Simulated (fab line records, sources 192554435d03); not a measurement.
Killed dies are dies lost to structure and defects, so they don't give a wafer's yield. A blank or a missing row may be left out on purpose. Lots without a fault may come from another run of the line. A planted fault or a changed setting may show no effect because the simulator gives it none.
A struck lot beside a sound one | flow n5_finfet | 15 steps out of a route of 1938
Sound: wafers L175.3, L175.4, L175.5. Struck: wafer L183.4. (L183.1, L183.5 of the same lot were not struck and are left out.) The cause comes at the end.
At each step with rows: each side's tool, then ch and its chambers, then its first start. Under that, the readings that differ: sound wafers | struck wafers | difference of the means | sigmas: that difference in standard deviations of wafers without a fault.
alike: readings whose means differ by less than 2 such deviations, and words and numbers that are the same on both sides. not compared: withheld readings, readings that some wafer has no value for, bounds like >300 that may hide the same value, and numbers for which the record gives no deviation and whose values overlap.
The two part at a step that has a row with sigmas, a row that says differs or no value, or rows on one side only. Numbers that don't overlap but have no deviation are shown without sigmas and don't part them. A reading that every wafer of one side lacks parts them only if that side has two wafers or more.

first, 2 steps without rows for these wafers: N5_BEOL_M14_PRECLEAN_39 (cleans in residue remover, time 60 s); N5_BEOL_M14_SRD_40 (time 30 s, dry time 30 s).
N5_BEOL_M14_DEGAS_41: time 60 s.
  sound on pvd_sputter-03, day 13 15:02; struck on pvd_sputter-01, day 15 01:31
  alike: heater_power_w
N5_BEOL_M14_PRE_CLEAN_42: time 30 s.
  sound on pvd_sputter-03, day 13 15:05; struck on pvd_sputter-01, day 15 01:33
  alike: heater_power_w
then, 2 steps without rows for these wafers: N5_BEOL_M14_SPUTTER_43 (material TaN, target thk 15 nm, time 24.19 s); N5_BEOL_M14_SPUTTER_44 (material Ta, target thk 15 nm, time 24.19 s).
N5_BEOL_M14_SPUTTER_45: material Cu, target thk 100 nm, time 16.67 s.
  sound on pvd_sputter-03, day 13 15:17; struck on pvd_sputter-01, day 15 01:45
  alike: throttle_valve_pct
then, 1 step without rows for these wafers: N5_BEOL_M14_ECD_47 (material Cu, target thk 1248 nm).
N5_BEOL_M14_ANNEAL_48: time 90 s.
  sound on rtp_anneal-01 ch 0, day 13 15:41; struck on rtp_anneal-02 ch 0, day 15 02:17
  alike: wafer_temp_C_max
N5_BEOL_M14_CMP_49: polishes, stops on SiO2, t overpolish 5.2 s, target thk 560 nm.
  sound on cmp-01 ch 0,1, day 13 15:53; struck on cmp-04 ch 1, day 15 02:42
  alike: barrier_field_endpoint_s, motor_current_A, overpolish_run_s, time_to_endpoint_s
N5_BEOL_M14_THK_MEAS_50: measures by xrf.
  sound on film_metro-01, day 13 16:11; struck on film_metro-01, day 15 03:00
  alike: M14_THK
then, 1 step without rows for these wafers: N5_BEOL_M14_PRE_CLEAN_52 (time 15 s).
N5_BEOL_M14_DEP_53: deposits SiCN from 3MS/NH3, target thk 50 nm, time 17.8 s.
  sound on pecvd-04 ch 0,1,2, day 13 16:14; struck on pecvd-04 ch 2, day 15 03:04
  reading                                   | sound        | struck | difference | sigmas
  model.SiCN_of_BEOL_M14_DEP_53.thk_nm (nm) | 50.4 51 50.6 | 55     | +4         |
  alike: showerhead_plenum_p_Torr, throttle_valve_pct
N5_BEOL_M14_RS_MEAS_54: measures by four-point-probe.
  sound on film_metro-01, day 13 16:19; struck on film_metro-02, day 15 03:08
  alike: M14_RS
N5_PASSIVATION_PROBE_49:
  sound on prober-01, day 14 14:41; struck on prober-01, day 16 03:35
  alike: defect_limited_yield, killed_at_M0_to_M3, killed_at_M4_up, killed_at_contacts, killed_at_front_end, killed_at_other, killed_dies, killed_open, killed_short, sort_bin_5_function, sort_bin_6_memory, sort_n_pass, sort_yield_pct

WHERE THEY PART
Nowhere in this record.

WHY: what the simulator had put in
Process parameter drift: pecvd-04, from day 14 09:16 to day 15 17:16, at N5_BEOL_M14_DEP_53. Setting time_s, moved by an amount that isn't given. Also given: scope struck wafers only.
